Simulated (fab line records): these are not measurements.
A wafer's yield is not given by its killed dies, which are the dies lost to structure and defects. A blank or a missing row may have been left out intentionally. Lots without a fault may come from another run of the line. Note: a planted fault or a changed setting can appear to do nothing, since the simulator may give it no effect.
Chamber matching | flow nand-harc | 4 sister chambers for NHARC_A_CONTACT_ETCH_48 on rie-diel-08
The step etches the open film in CF4, target depth 39 nm, time 65 s. 14 wafers are shown with their chamber, then 7 later ones without.

## WAFERS PAIRED WITH THEIR CHAMBERS
wafer  | chamber | showerhead-plenum-p-Torr (Torr) | drypump-motor-current-A (A) | run-length-s (s)
L548.2 | 0       | 1.72                            | 5.9                         | 86.3
L548.5 | 0       | 1.72                            | 5.9                         | 86.3
L548.6 | 3       | 1.71                            | 6.2                         | 85.9
L552.2 | 0       | 1.72                            | 5.9                         | 86.6
L552.3 | 2       | 1.73                            | 6.0                         | 86.2
L552.4 | 1       | 1.72                            | 5.9                         | 86.1
L555.1 | 3       | 1.70                            | 6.1                         | 86.0
L555.2 | 0       | 1.72                            | 5.8                         | 86.2
L555.5 | 0       | 1.72                            | 5.9                         | 86.2
L556.1 | 2       | 1.73                            | 6.0                         | 86.1
L556.4 | 1       | 1.72                            | 5.9                         | 86.2
L556.6 | 2       | 1.73                            | 6.0                         | 86.9
L561.1 | 3       | 1.70                            | 6.2                         | 85.9
L561.4 | 1       | 1.71                            | 5.8                         | 86.2

SIGNATURES (means of the wafers above)
reading                  | chamber 0 | chamber 1 | chamber 2 | chamber 3 | scatter within a chamber
showerhead-plenum-p-Torr | 1.7200    | 1.7167    | 1.7300    | 1.7033    | 0.00365
drypump-motor-current-A  | 5.880     | 5.867     | 6.000     | 6.167     | 0.0462
run-length-s             | 86.320    | 86.167    | 86.400    | 85.933    | 0.224
Rule: for each reading, subtract the chamber's mean from the wafer's reading, divide by that reading's scatter and square the result; add these up over the readings and take the root, which gives the wafer's distance from the chamber. If the next closest chamber is less than 2 further off than the closest, the wafer can't be placed; otherwise it belongs to the closest. The scatter: the root of (the sum of the squares of (reading less its chamber's mean) over the shown wafers, divided by (wafers less chambers)).

## WAFERS WITH NO CHAMBER GIVEN
wafer  | showerhead-plenum-p-Torr (Torr) | drypump-motor-current-A (A) | run-length-s (s)
L561.5 | 1.71                            | 5.9                         | 86.3
L565.2 | 1.70                            | 6.1                         | 86.2
L565.4 | 1.71                            | 5.9                         | 86.4
L565.5 | 1.73                            | 6.0                         | 86.8
L566.1 | 1.70                            | 6.2                         | 86.4
L566.3 | 1.73                            | 6.0                         | 86.7
L566.4 | 1.71                            | 5.8                         | 86.6

## WHICH CHAMBER EACH WENT THROUGH
wafer  | from the rows above     | in truth
L561.5 | can't be placed: 1 or 0 | 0
L565.2 | 3                       | 3
L565.4 | can't be placed: 1 or 0 | 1
L565.5 | 2                       | 2
L566.1 | 3                       | 3
L566.3 | 2                       | 2
L566.4 | can't be placed: 1 or 0 | 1
Correctly placed: 4 of 7. These rows do not allow placing 3 (true chamber among the candidates in 3). Wrongly placed: 0.
